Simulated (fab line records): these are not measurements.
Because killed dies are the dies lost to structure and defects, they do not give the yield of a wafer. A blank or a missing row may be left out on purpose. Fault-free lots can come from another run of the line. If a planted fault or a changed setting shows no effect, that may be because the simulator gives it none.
What tool caused it?	flow nand harc	22 lots with 66 wafers sampled at 6 steps, on a route of 1302 steps

## WHAT EACH GAUGE READ, for each wafer
The record holds no reading of a measuring or inspecting step that can be judged against a usual standard deviation.

## EACH LOT AND THE TOOL THAT RAN IT (in order: tool; ch and the chambers of the sampled wafers; start)
lot	NHARC_P_CONTACT_ETCH_36	NHARC_P_CONTACT_ALD_22	NHARC_P_CONTACT_CMP_24	NHARC_P_M0_ETCH_34	NHARC_P_M0_STRIP_18	NHARC_P_M0_PVD_21
L074	rie diel-03 ch 0,1, day 5 22:10 or earlier	ald metal-02 ch 0,1, day 5 22:10	cmp-04 ch 0,1,2, day 5 23:03	rie diel-11 ch 0,3, day 6 00:41	rie diel-13 ch 1,2, day 6 01:01	pvd sputter-02, no start
L076	rie diel-01 ch 0,3, day 6 17:37 or earlier	ald metal-01 ch 0,1,3, day 6 17:37	cmp-04 ch 0,2,3, day 6 18:27	rie diel-04 ch 0,3, day 6 20:04	rie diel-11 ch 0,1, day 6 20:21	pvd sputter-01, no start
L077	rie diel-01 ch 2,3, day 7 06:35 or earlier	ald metal-03 ch 2,3, day 7 06:35	cmp-01 ch 1,2,3, day 7 07:31	rie diel-04 ch 2,3, day 7 09:04	rie diel-11 ch 1,3, day 7 09:24	pvd sputter-03, no start
L078	rie diel-03 ch 0,1,2, day 7 09:49 or earlier	ald metal-02 ch 0,1,2, day 7 09:49	cmp-01 ch 0,1,2, day 7 10:41	rie diel-11 ch 0,1,2, day 7 12:15	rie diel-13 ch 0,2,3, day 7 12:32	pvd sputter-01, no start
L079	rie diel-01 ch 0,3, day 7 22:48 or earlier	ald metal-01 ch 0,2, day 7 22:48	cmp-04 ch 0,1, day 7 23:40	rie diel-11 ch 2,3, day 8 01:23	rie diel-11 ch 1,3, day 8 01:40	pvd sputter-02, no start
L080	rie diel-03 ch 0,3, day 8 12:03 or earlier	ald metal-02 ch 0,2, day 8 12:03	cmp-03 ch 0,1,3, day 8 12:56	rie diel-11 ch 0,3, day 8 14:28	rie diel-11 ch 1,2, day 8 14:45	pvd sputter-02, no start
L081	rie diel-03 ch 0,3, day 9 00:48 or earlier	ald metal-02 ch 2,3, day 9 00:48	cmp-01 ch 1,2,3, day 9 01:42	rie diel-13 ch 2,3, day 9 03:11	rie diel-04 ch 0,3, day 9 03:29	pvd sputter-03, no start
L082	rie diel-03 ch 1,2,3, day 9 09:17 or earlier	ald metal-01 ch 0,1, day 9 09:17	cmp-04 ch 1,2,3, day 9 10:08	rie diel-13 ch 1,2, day 9 11:50	rie diel-11 ch 1,2,3, day 9 12:08	pvd sputter-01, no start
L083	rie diel-12 ch 0,1,3, day 9 12:37 or earlier	ald metal-03 ch 0,1,2, day 9 12:37	cmp-03 ch 1,2,3, day 9 13:26	rie diel-11 ch 0,1,2, day 9 15:02	rie diel-11 ch 0,2, day 9 15:20	pvd sputter-03, day 9 16:20
L085	rie diel-12 ch 0,1,2, day 10 14:02 or earlier	ald metal-02 ch 0,1,2, day 10 14:02	cmp-01 ch 1,2,3, day 10 14:52	rie diel-11 ch 0,2, day 10 16:20	rie diel-13 ch 0,1,3, day 10 16:38	pvd sputter-02, no start
L086	rie diel-12 ch 1,2, day 10 20:34 or earlier	ald metal-02 ch 0,1,2, day 10 20:34	cmp-04 ch 0,3, day 10 21:24	rie diel-11 ch 1,2,3, day 10 22:58	rie diel-11 ch 0,1, day 10 23:16	pvd sputter-02, no start
L087	rie diel-01 ch 0,1,3, day 11 12:24 or earlier	ald metal-02 ch 1,3, day 11 12:24	cmp-04 ch 0,2, day 11 13:14	rie diel-11 ch 0,1,3, day 11 14:43	rie diel-11 ch 0,3, day 11 14:59	pvd sputter-01, no start
L088	rie diel-01 ch 0,1,2, day 12 02:43 or earlier	ald metal-01 ch 0,1,3, day 12 02:43	cmp-01 ch 0,1,2, day 12 03:35	rie diel-11 ch 0,1,3, day 12 04:59	rie diel-13 ch 0,1,3, day 12 05:16	pvd sputter-03, no start
L089	rie diel-03 ch 0,1,3, day 12 03:08 or earlier	ald metal-03 ch 1,2, day 12 03:08	cmp-03 ch 0,3, day 12 04:05	rie diel-11 ch 0,2, day 12 05:33	rie diel-11 ch 1,2, day 12 05:50	pvd sputter-03, no start
L090	rie diel-01 ch 1,2,3, day 12 21:31 or earlier	ald metal-01 ch 1,2, day 12 21:31	cmp-04 ch 0,3, day 12 22:22	rie diel-04 ch 0,1,2, day 12 23:57	rie diel-11 ch 1,2,3, day 13 00:28	pvd sputter-03, no start
L091	rie diel-12 ch 0,2,3, day 13 01:34 or earlier	ald metal-02 ch 0,1,2, day 13 01:34	cmp-01 ch 0,1,2, day 13 02:25	rie diel-04 ch 0,1, day 13 04:08	rie diel-04 ch 0,3, day 13 04:27	pvd sputter-02, no start
L092	rie diel-01 ch 1,2, day 13 21:20 or earlier	ald metal-01 ch 1,2, day 13 21:20	cmp-01 ch 1,2,3, day 13 22:13	rie diel-13 ch 1,2, day 13 23:44	rie diel-11 ch 0,3, day 14 00:01	pvd sputter-03, no start
L093	rie diel-01 ch 0,2,3, day 14 02:08 or earlier	ald metal-01 ch 2,3, day 14 02:08	cmp-01 ch 1,2,3, day 14 03:01	rie diel-11 ch 0,1,2, day 14 04:34	rie diel-13 ch 0,1,2, day 14 04:54	pvd sputter-03, no start
L094	rie diel-03 ch 0,1,2, day 14 07:27 or earlier	ald metal-03 ch 0,1,2, day 14 07:27	cmp-04 ch 2,3, day 14 08:17	rie diel-04 ch 0,1, day 14 09:52	rie diel-11 ch 0,1,2, day 14 10:09	pvd sputter-01, no start
L095	rie diel-12 ch 0,2, day 14 12:20 or earlier	ald metal-02 ch 0,2,3, day 14 12:20	cmp-04 ch 0,1,3, day 14 13:11	rie diel-11 ch 1,2,3, day 14 14:45	rie diel-11 ch 0,2,3, day 14 15:04	pvd sputter-03, no start
L096	rie diel-03 ch 0,1,2, day 15 02:49 or earlier	ald metal-02 ch 1,2,3, day 15 02:49	cmp-01 ch 1,3, day 15 03:40	rie diel-11 ch 0,2,3, day 15 05:13	rie diel-13 ch 0,1,2, day 15 05:32	pvd sputter-01, no start
L097	rie diel-12 ch 0,1,2, day 15 14:08 or earlier	ald metal-02 ch 2,3, day 15 14:08	cmp-04 ch 2,3, day 15 14:58	rie diel-04 ch 1,2,3, day 15 16:34	rie diel-11 ch 0,2, day 15 16:53	pvd sputter-02, no start
- NHARC_P_CONTACT_ETCH_36: etches the open film in N2/H2, target depth 260 nm, time 406.25 s.
- NHARC_P_CONTACT_ALD_22: deposits TiN, target thk 3 nm, pulse time 1 s, ald cycles 150.
- NHARC_P_CONTACT_CMP_24: polishes, t overpolish 30 s, target thk 200 nm.
- NHARC_P_M0_ETCH_34: etches the open film in N2/H2, target depth 40 nm, overetch 12 nm, time 43.94 s.
- NHARC_P_M0_STRIP_18: strips in N2/H2.
- NHARC_P_M0_PVD_21: deposits Cu, target thk 30 nm, time 20.49 s.

## AS READ BY THE TOOLS THEMSELVES (means over the sampled wafers that have a number; for cases with no such wafer, the mark the record gives instead)
NHARC_P_CONTACT_ETCH_36. Usual: chamber pressure mTorr 29.997 mTorr, standard deviation 0.028; drypump motor current A 5.7 A, standard deviation 0.42; oes product au 0.998 a.u., standard deviation 0.011; rf vpp V 431 V, standard deviation 3.1; showerhead plenum p Torr 2.07 Torr, standard deviation 0.11; throttle valve pct 14.170 %, standard deviation 0.0089.
lot	tool	chamber pressure mTorr (mTorr)	drypump motor current A (A)	oes product au (a.u.)	rf vpp V (V)	showerhead plenum p Torr (Torr)	throttle valve pct (%)	flag
L074	rie diel-03	30.002	5.8	0.999	430	2.00	14.169	
L076	rie diel-01	30.005	5.4	1.007	428	1.95	14.170	
L077	rie diel-01	29.954	5.6	1.006	432	2.09	14.165	
L078	rie diel-03	30.006	5.5	0.995	432	2.09	14.170	
L079	rie diel-01	30.004	5.6	0.999	429	2.00	14.172	
L080	rie diel-03	29.999	5.4	0.989	432	2.08	14.179	
L081	rie diel-03	29.991	5.5	0.997	429	2.01	14.170	
L082	rie diel-03	29.992	5.6	1.001	429	2.01	14.169	
L083	rie diel-12	29.980	5.7	1.005	432	2.12	14.171	
L085	rie diel-12	29.981	6.0	1.001	433	2.16	14.180	
L086	rie diel-12	30.004	6.3	1.000	433	2.15	14.172	
L087	rie diel-01	30.017	5.5	1.006	428	1.98	14.163	
L088	rie diel-01	29.996	5.8	0.993	431	2.08	14.168	
L089	rie diel-03	30.001	5.6	1.001	429	2.00	14.164	
L090	rie diel-01	30.007	5.5	1.004	431	2.03	14.167	
L091	rie diel-12	29.996	6.0	1.007	433	2.16	14.168	
L092	rie diel-01	30.000	5.6	0.985	432	2.06	14.172	
L093	rie diel-01	30.006	5.6	1.004	430	2.04	14.172	
L094	rie diel-03	29.989	5.5	0.988	432	2.09	14.173	
L095	rie diel-12	29.985	6.0	1.013	435	2.20	14.172	
L096	rie diel-03	29.992	5.5	0.994	431	2.09	14.175	
L097	rie diel-12	29.993	6.0	0.998	433	2.15	14.172	

NHARC_P_CONTACT_ALD_22. Usual: heater power w 1150 W, standard deviation 180; precursor pulse height rel 0.999, standard deviation 0.02.
lot	tool	heater power w (W)	precursor pulse height rel	flag
L074	ald metal-02	1238	0.994	
L076	ald metal-01	1150	1.000	
L077	ald metal-03	1032	1.003	
L078	ald metal-02	1316	0.988	
L079	ald metal-01	1169	0.975	
L080	ald metal-02	1426	1.002	
L081	ald metal-02	1082	1.000	
L082	ald metal-01	1084	1.012	
L083	ald metal-03	1112	0.979	
L085	ald metal-02	1310	0.996	
L086	ald metal-02	1343	0.986	
L087	ald metal-02	1079	1.021	
L088	ald metal-01	1157	0.990	
L089	ald metal-03	1055	0.995	
L090	ald metal-01	1064	0.986	
L091	ald metal-02	1295	1.020	
L092	ald metal-01	1106	1.011	
L093	ald metal-01	1212	1.014	
L094	ald metal-03	1083	1.019	
L095	ald metal-02	1170	1.012	
L096	ald metal-02	1197	1.019	
L097	ald metal-02	1227	0.996	

NHARC_P_CONTACT_CMP_24. Usual: motor current A 12.0 A, standard deviation 1.5; overpolish run s 30.000 s, standard deviation 0.0091; retaining ring pressure frac 0.999, standard deviation 0.0051; time to endpoint s 40 s, standard deviation 3.4.
lot	tool	motor current A (A)	overpolish run s (s)	retaining ring pressure frac	time to endpoint s (s)	flag
L074	cmp-04	11.7	30.001	0.997	44	
L076	cmp-04	11.6	30.003	0.998	43	
L077	cmp-01	12.9	30.001	0.999	37	
L078	cmp-01	12.5	30.004	0.999	40	
L079	cmp-04	11.9	29.995	1.012	44	
L080	cmp-03	12.3	30.006	0.996	37	
L081	cmp-01	12.8	30.007	1.001	38	
L082	cmp-04	11.5	30.001	1.000	43	
L083	cmp-03	11.8	30.002	0.995	36	
L085	cmp-01	12.8	29.998	1.001	40	
L086	cmp-04	12.5	30.000	1.002	43	
L087	cmp-04	11.4	29.990	0.997	39	
L088	cmp-01	12.6	30.006	1.001	45	
L089	cmp-03	11.2	30.003	1.000	40	
L090	cmp-04	12.5	29.998	0.997	40	
L091	cmp-01	12.7	30.006	1.000	38	
L092	cmp-01	12.9	30.003	0.998	37	
L093	cmp-01	12.9	29.998	1.001	40	
L094	cmp-04	10.9	30.004	1.004	39	
L095	cmp-04	12.5	29.992	0.994	39	
L096	cmp-01	12.2	30.010	0.998	36	
L097	cmp-04	11.7	30.000	1.001	40	

NHARC_P_M0_ETCH_34. Usual: chamber pressure mTorr 29.998 mTorr, standard deviation 0.026; drypump motor current A 5.7 A, standard deviation 0.43; oes product au 1.000 a.u., standard deviation 0.0086; rf vpp V 431.6 V, standard deviation 2.8; showerhead plenum p Torr 2.08 Torr, standard deviation 0.098; throttle valve pct 14.171 %, standard deviation 0.0095.
lot	tool	chamber pressure mTorr (mTorr)	drypump motor current A (A)	oes product au (a.u.)	rf vpp V (V)	showerhead plenum p Torr (Torr)	throttle valve pct (%)	flag
L074	rie diel-11	29.992	5.6	1.007	434.0	2.16	14.178	
L076	rie diel-04	29.966	6.2	0.997	432.2	2.10	14.171	
L077	rie diel-04	30.007	6.1	0.997	427.3	1.93	14.169	
L078	rie diel-11	30.041	5.7	0.999	431.8	2.10	14.166	
L079	rie diel-11	29.990	5.3	1.009	432.8	2.14	14.171	
L080	rie diel-11	29.989	5.8	1.000	434.3	2.17	14.179	
L081	rie diel-13	30.007	6.1	1.002	430.4	2.03	14.177	
L082	rie diel-13	29.996	5.6	0.994	428.5	1.97	14.165	
L083	rie diel-11	29.990	5.7	0.994	430.8	2.10	14.181	
L085	rie diel-11	30.005	5.5	0.995	433.9	2.15	14.179	
L086	rie diel-11	30.026	5.5	1.003	432.0	2.08	14.172	
L087	rie diel-11	30.007	5.7	1.006	432.6	2.10	14.168	
L088	rie diel-11	29.990	5.7	0.997	431.5	2.10	14.177	
L089	rie diel-11	30.003	5.7	1.001	434.4	2.17	14.170	
L090	rie diel-04	29.961	5.6	0.999	430.7	2.06	14.186	
L091	rie diel-04	29.987	5.2	0.996	432.6	2.15	14.170	
L092	rie diel-13	29.980	5.8	1.000	429.4	2.00	14.171	
L093	rie diel-11	29.991	5.7	0.993	432.5	2.09	14.177	
L094	rie diel-04	29.996	5.7	0.991	432.6	2.13	14.164	
L095	rie diel-11	30.007	5.5	1.002	430.9	2.07	14.170	
L096	rie diel-11	29.998	5.5	0.993	433.7	2.14	14.165	
L097	rie diel-04	30.002	5.7	1.018	429.2	2.00	14.165	

NHARC_P_M0_STRIP_18. Usual: chamber pressure mTorr 30.000 mTorr, standard deviation 0.028; drypump motor current A 5.7 A, standard deviation 0.4; oes product au 1.001 a.u., standard deviation 0.0089; rf vpp V 90.8 V, standard deviation 0.97; showerhead plenum p Torr 2.06 Torr, standard deviation 0.097; throttle valve pct 14.171 %, standard deviation 0.0098.
lot	tool	chamber pressure mTorr (mTorr)	drypump motor current A (A)	oes product au (a.u.)	rf vpp V (V)	showerhead plenum p Torr (Torr)	throttle valve pct (%)	flag
L074	rie diel-13	30.027	5.6	1.003	90.4	1.97	14.166	
L076	rie diel-11	29.971	5.9	1.000	91.4	2.05	14.166	
L077	rie diel-11	29.971	5.7	1.006	91.1	2.03	14.174	
L078	rie diel-13	29.985	6.1	0.994	90.6	2.00	14.168	
L079	rie diel-11	30.000	5.7	0.998	90.2	2.03	14.170	
L080	rie diel-11	30.013	5.6	0.995	90.6	2.03	14.173	
L081	rie diel-04	29.983	6.3	1.012	90.7	2.05	14.172	
L082	rie diel-11	29.993	5.5	1.010	90.5	2.08	14.167	
L083	rie diel-11	29.980	5.7	1.002	90.8	2.17	14.164	
L085	rie diel-13	29.992	6.0	0.996	91.0	1.94	14.173	
L086	rie diel-11	29.997	5.9	0.995	91.1	2.04	14.176	
L087	rie diel-11	30.003	5.8	1.015	91.6	2.17	14.170	
L088	rie diel-13	30.008	6.0	0.992	89.9	1.93	14.178	
L089	rie diel-11	29.998	5.6	1.005	90.5	2.02	14.177	
L090	rie diel-11	30.012	5.5	0.996	90.1	2.07	14.171	
L091	rie diel-04	29.988	6.2	0.996	91.4	2.08	14.174	
L092	rie diel-11	29.990	5.6	0.992	91.5	2.15	14.174	
L093	rie diel-13	29.996	5.8	1.001	90.3	1.98	14.171	
L094	rie diel-11	29.981	5.7	0.999	90.8	2.09	14.179	
L095	rie diel-11	29.990	5.5	0.999	91.3	2.14	14.172	
L096	rie diel-13	30.002	5.8	0.998	90.3	1.97	14.161	
L097	rie diel-11	30.001	5.5	1.009	91.4	2.14	14.170	

NHARC_P_M0_PVD_21. Usual: throttle valve pct reads 30.3 % (standard deviation 0.93).
lot	tool	throttle valve pct (%)	flag
L074	pvd sputter-02	30.1	
L076	pvd sputter-01	29.3	
L077	pvd sputter-03	30.0	
L078	pvd sputter-01	30.7	
L079	pvd sputter-02	29.7	
L080	pvd sputter-02	29.9	
L081	pvd sputter-03	30.1	
L082	pvd sputter-01	31.8	
L083	pvd sputter-03	30.6	
L085	pvd sputter-02	30.0	
L086	pvd sputter-02	29.8	
L087	pvd sputter-01	30.4	
L088	pvd sputter-03	30.2	
L089	pvd sputter-03	30.2	
L090	pvd sputter-03	31.3	
L091	pvd sputter-02	30.4	
L092	pvd sputter-03	30.4	
L093	pvd sputter-03	31.1	
L094	pvd sputter-01	30.4	
L095	pvd sputter-03	30.5	
L096	pvd sputter-01	29.4	
L097	pvd sputter-02	30.3	

## THE ANSWER, worked out from the rows above alone
Rule: take the mean of a lot's wafers that have a number; if it is more than 3 standard deviations from the usual mean, the lot is off. Also off: a lot with no number at a reading for which 4 or more lots have one. The other lots that the step has rows for count as sound. The gauges are gone through in route order, then the tools' own readings, and for those a lot's mean is taken as printed above. The first step at which some lot is off is used, and at that step the reading that is off furthest; a lot without a number counts as furthest.
Across all readings shown, no lot is off: no conclusion can be drawn from this.

## WHAT WAS PUT IN BY THE SIMULATOR
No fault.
